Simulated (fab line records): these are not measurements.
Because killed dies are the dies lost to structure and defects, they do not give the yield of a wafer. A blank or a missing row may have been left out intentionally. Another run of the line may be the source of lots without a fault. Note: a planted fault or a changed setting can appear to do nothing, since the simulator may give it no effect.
Lot-split experiment :: flow n5_finfet :: 39 wafers read from 7 lots, route of 1938 steps

SPLIT DETAILS
At N5_FIN_SAQP_DEVELOP_15 (develop time 30 s), the setting develop_time_s was moved away from the recipe's 30 s on 18 of the 39 wafers read, by -56.2% to +55.5%. The other wafers ran this setting at the recipe's value.

The file shows no step between the split and the reading.

THE READING
CAR-ArF_of_FIN_SAQP_COAT_10.thk_nm (the simulator's own value, which no gauge read), in nm, at N5_FIN_SAQP_DESCUM_21 (chemistry O2, time 7.9 s). The file does not state a usual value for it. Across the 21 wafers here that went through the recipe, the average is 83.47 nm and the standard deviation 0.22 nm.

wafer: L074.1
tool, chamber at the split: litho_track-03, 0
develop_time_s as run, s: 24.57
against the recipe: -18.1%
CAR-ArF_of_FIN_SAQP_COAT_10.thk_nm, nm: 83.9
against lot-mates on the recipe: +0.31

wafer: L074.2
tool, chamber at the split: litho_track-03, 0
develop_time_s as run, s: 30
against the recipe: recipe
CAR-ArF_of_FIN_SAQP_COAT_10.thk_nm, nm: 83.53
against lot-mates on the recipe: -

wafer: L074.3
tool, chamber at the split: litho_track-03, 0
develop_time_s as run, s: 24.57
against the recipe: -18.1%
CAR-ArF_of_FIN_SAQP_COAT_10.thk_nm, nm: 83.95
against lot-mates on the recipe: +0.36

wafer: L074.4
tool, chamber at the split: litho_track-03, 0
develop_time_s as run, s: 30
against the recipe: recipe
CAR-ArF_of_FIN_SAQP_COAT_10.thk_nm, nm: 83.67
against lot-mates on the recipe: -

wafer: L074.5
tool, chamber at the split: litho_track-03, 0
develop_time_s as run, s: 24.57
against the recipe: -18.1%
CAR-ArF_of_FIN_SAQP_COAT_10.thk_nm, nm: 83.85
against lot-mates on the recipe: +0.26

wafer: L074.6
tool, chamber at the split: litho_track-03, 0
develop_time_s as run, s: 30
against the recipe: recipe
CAR-ArF_of_FIN_SAQP_COAT_10.thk_nm, nm: 83.58
against lot-mates on the recipe: -

wafer: L081.1
tool, chamber at the split: litho_track-05, 0
develop_time_s as run, s: 30
against the recipe: recipe
CAR-ArF_of_FIN_SAQP_COAT_10.thk_nm, nm: 83.67
against lot-mates on the recipe: -

wafer: L081.2
tool, chamber at the split: litho_track-05, 0
develop_time_s as run, s: 13.14
against the recipe: -56.2%
CAR-ArF_of_FIN_SAQP_COAT_10.thk_nm, nm: 84.36
against lot-mates on the recipe: +0.74

wafer: L081.3
tool, chamber at the split: litho_track-05, 0
develop_time_s as run, s: 30
against the recipe: recipe
CAR-ArF_of_FIN_SAQP_COAT_10.thk_nm, nm: 83.57
against lot-mates on the recipe: -

wafer: L081.4
tool, chamber at the split: litho_track-05, 0
develop_time_s as run, s: 13.14
against the recipe: -56.2%
CAR-ArF_of_FIN_SAQP_COAT_10.thk_nm, nm: 84.68
against lot-mates on the recipe: +1.06

wafer: L081.5
tool, chamber at the split: litho_track-05, 0
develop_time_s as run, s: 13.14
against the recipe: -56.2%
CAR-ArF_of_FIN_SAQP_COAT_10.thk_nm, nm: 84.5
against lot-mates on the recipe: +0.88

wafer: L081.6
tool, chamber at the split: litho_track-05, 0
develop_time_s as run, s: 30
against the recipe: recipe
CAR-ArF_of_FIN_SAQP_COAT_10.thk_nm, nm: 83.63
against lot-mates on the recipe: -

wafer: L083.1
tool, chamber at the split: litho_track-05, 0
develop_time_s as run, s: 30
against the recipe: recipe
CAR-ArF_of_FIN_SAQP_COAT_10.thk_nm, nm: 83.04
against lot-mates on the recipe: -

wafer: L083.4
tool, chamber at the split: litho_track-05, 0
develop_time_s as run, s: 30
against the recipe: recipe
CAR-ArF_of_FIN_SAQP_COAT_10.thk_nm, nm: 83.27
against lot-mates on the recipe: -

wafer: L083.5
tool, chamber at the split: litho_track-05, 0
develop_time_s as run, s: 30
against the recipe: recipe
CAR-ArF_of_FIN_SAQP_COAT_10.thk_nm, nm: 83.4
against lot-mates on the recipe: -

wafer: L084.1
tool, chamber at the split: litho_track-03, 0
develop_time_s as run, s: 30
against the recipe: recipe
CAR-ArF_of_FIN_SAQP_COAT_10.thk_nm, nm: 83.86
against lot-mates on the recipe: -

wafer: L084.2
tool, chamber at the split: litho_track-03, 0
develop_time_s as run, s: 30
against the recipe: recipe
CAR-ArF_of_FIN_SAQP_COAT_10.thk_nm, nm: 83.52
against lot-mates on the recipe: -

wafer: L084.3
tool, chamber at the split: litho_track-03, 0
develop_time_s as run, s: 46.64
against the recipe: +55.5%
CAR-ArF_of_FIN_SAQP_COAT_10.thk_nm, nm: 83
against lot-mates on the recipe: -0.69

wafer: L084.5
tool, chamber at the split: litho_track-03, 0
develop_time_s as run, s: 46.64
against the recipe: +55.5%
CAR-ArF_of_FIN_SAQP_COAT_10.thk_nm, nm: 83
against lot-mates on the recipe: -0.69

wafer: L084.4
tool, chamber at the split: litho_track-03, 0
develop_time_s as run, s: 46.64
against the recipe: +55.5%
CAR-ArF_of_FIN_SAQP_COAT_10.thk_nm, nm: 83.23
against lot-mates on the recipe: -0.46

wafer: L084.6
tool, chamber at the split: litho_track-03, 0
develop_time_s as run, s: 30
against the recipe: recipe
CAR-ArF_of_FIN_SAQP_COAT_10.thk_nm, nm: 83.69
against lot-mates on the recipe: -

wafer: L085.1
tool, chamber at the split: litho_track-01, 0
develop_time_s as run, s: 34.52
against the recipe: +15.1%
CAR-ArF_of_FIN_SAQP_COAT_10.thk_nm, nm: 83.52
against lot-mates on the recipe: -0.12

wafer: L085.2
tool, chamber at the split: litho_track-01, 0
develop_time_s as run, s: 30
against the recipe: recipe
CAR-ArF_of_FIN_SAQP_COAT_10.thk_nm, nm: 83.55
against lot-mates on the recipe: -

wafer: L085.3
tool, chamber at the split: litho_track-01, 0
develop_time_s as run, s: 30
against the recipe: recipe
CAR-ArF_of_FIN_SAQP_COAT_10.thk_nm, nm: 83.5
against lot-mates on the recipe: -

wafer: L085.4
tool, chamber at the split: litho_track-01, 0
develop_time_s as run, s: 34.52
against the recipe: +15.1%
CAR-ArF_of_FIN_SAQP_COAT_10.thk_nm, nm: 83.74
against lot-mates on the recipe: +0.10

wafer: L085.5
tool, chamber at the split: litho_track-01, 0
develop_time_s as run, s: 34.52
against the recipe: +15.1%
CAR-ArF_of_FIN_SAQP_COAT_10.thk_nm, nm: 83.53
against lot-mates on the recipe: -0.11

wafer: L085.6
tool, chamber at the split: litho_track-01, 0
develop_time_s as run, s: 30
against the recipe: recipe
CAR-ArF_of_FIN_SAQP_COAT_10.thk_nm, nm: 83.88
against lot-mates on the recipe: -

wafer: L088.1
tool, chamber at the split: litho_track-05, 0
develop_time_s as run, s: 36.73
against the recipe: +22.4%
CAR-ArF_of_FIN_SAQP_COAT_10.thk_nm, nm: 83.15
against lot-mates on the recipe: -0.18

wafer: L088.2
tool, chamber at the split: litho_track-05, 0
develop_time_s as run, s: 36.73
against the recipe: +22.4%
CAR-ArF_of_FIN_SAQP_COAT_10.thk_nm, nm: 83.16
against lot-mates on the recipe: -0.17

wafer: L088.3
tool, chamber at the split: litho_track-05, 0
develop_time_s as run, s: 36.73
against the recipe: +22.4%
CAR-ArF_of_FIN_SAQP_COAT_10.thk_nm, nm: 83.06
against lot-mates on the recipe: -0.27

wafer: L088.4
tool, chamber at the split: litho_track-05, 0
develop_time_s as run, s: 30
against the recipe: recipe
CAR-ArF_of_FIN_SAQP_COAT_10.thk_nm, nm: 83.28
against lot-mates on the recipe: -

wafer: L088.5
tool, chamber at the split: litho_track-05, 0
develop_time_s as run, s: 30
against the recipe: recipe
CAR-ArF_of_FIN_SAQP_COAT_10.thk_nm, nm: 83.28
against lot-mates on the recipe: -

wafer: L088.6
tool, chamber at the split: litho_track-05, 0
develop_time_s as run, s: 30
against the recipe: recipe
CAR-ArF_of_FIN_SAQP_COAT_10.thk_nm, nm: 83.42
against lot-mates on the recipe: -

wafer: L091.1
tool, chamber at the split: litho_track-03, 0
develop_time_s as run, s: 30
against the recipe: recipe
CAR-ArF_of_FIN_SAQP_COAT_10.thk_nm, nm: 83.33
against lot-mates on the recipe: -

wafer: L091.2
tool, chamber at the split: litho_track-03, 0
develop_time_s as run, s: 34.67
against the recipe: +15.6%
CAR-ArF_of_FIN_SAQP_COAT_10.thk_nm, nm: 83.03
against lot-mates on the recipe: -0.18

wafer: L091.3
tool, chamber at the split: litho_track-03, 0
develop_time_s as run, s: 30
against the recipe: recipe
CAR-ArF_of_FIN_SAQP_COAT_10.thk_nm, nm: 83.2
against lot-mates on the recipe: -

wafer: L091.4
tool, chamber at the split: litho_track-03, 0
develop_time_s as run, s: 30
against the recipe: recipe
CAR-ArF_of_FIN_SAQP_COAT_10.thk_nm, nm: 83.1
against lot-mates on the recipe: -

wafer: L091.5
tool, chamber at the split: litho_track-03, 0
develop_time_s as run, s: 34.67
against the recipe: +15.6%
CAR-ArF_of_FIN_SAQP_COAT_10.thk_nm, nm: 83.09
against lot-mates on the recipe: -0.12

wafer: L091.6
tool, chamber at the split: litho_track-03, 0
develop_time_s as run, s: 34.67
against the recipe: +15.6%
CAR-ArF_of_FIN_SAQP_COAT_10.thk_nm, nm: 83.31
against lot-mates on the recipe: +0.10

FIT RESULTS
A straight line over all 39 wafers: CAR-ArF_of_FIN_SAQP_COAT_10.thk_nm changes by -0.0135 nm for each +1% of develop_time_s; r = -0.81; the points scatter about the line by 0.24 nm.
The same after taking each lot's own level away (the mean of its wafers on the recipe; 39 wafers): -0.013 nm for each +1%; r = -0.93; scatter 0.13 nm.
The reading moves by 0.73 nm for the largest change in develop_time_s, on that fit.
The span of the lots' own levels, 83.210 to 83.690 nm, comes to 2.2 times the standard deviation stated above.
Consequently the slope shifts little with the lot-to-lot level, the two slopes agreeing.
Check: for one of the wafers moved furthest among these (-56.2%), held out of the fit, the line's prediction against its lot-mates is +0.794 nm. It came out at +0.737 nm against them.

THE WHOLE CHAIN: every reading that the file lists as answering this split, in the file's order
step: N5_FIN_SAQP_DEVELOP_15
what it does: develop time 30 s
reading: CAR-ArF_of_FIN_SAQP_COAT_10.thk_nm (the simulator's own value, which no gauge read)
change (the file's fit): -0.0122 nm for each +1% of the setting
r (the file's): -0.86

step: N5_FIN_SAQP_DESCUM_21
what it does: chemistry O2, time 7.9 s
reading: CAR-ArF_of_FIN_SAQP_COAT_10.thk_nm (the simulator's own value, which no gauge read)
change (the file's fit): -0.0127 nm for each +1% of the setting
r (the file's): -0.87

THE FILE'S OWN FIT
CAR-ArF_of_FIN_SAQP_COAT_10.thk_nm changes by -0.0127 nm for each +1% of develop_time_s, r = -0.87.
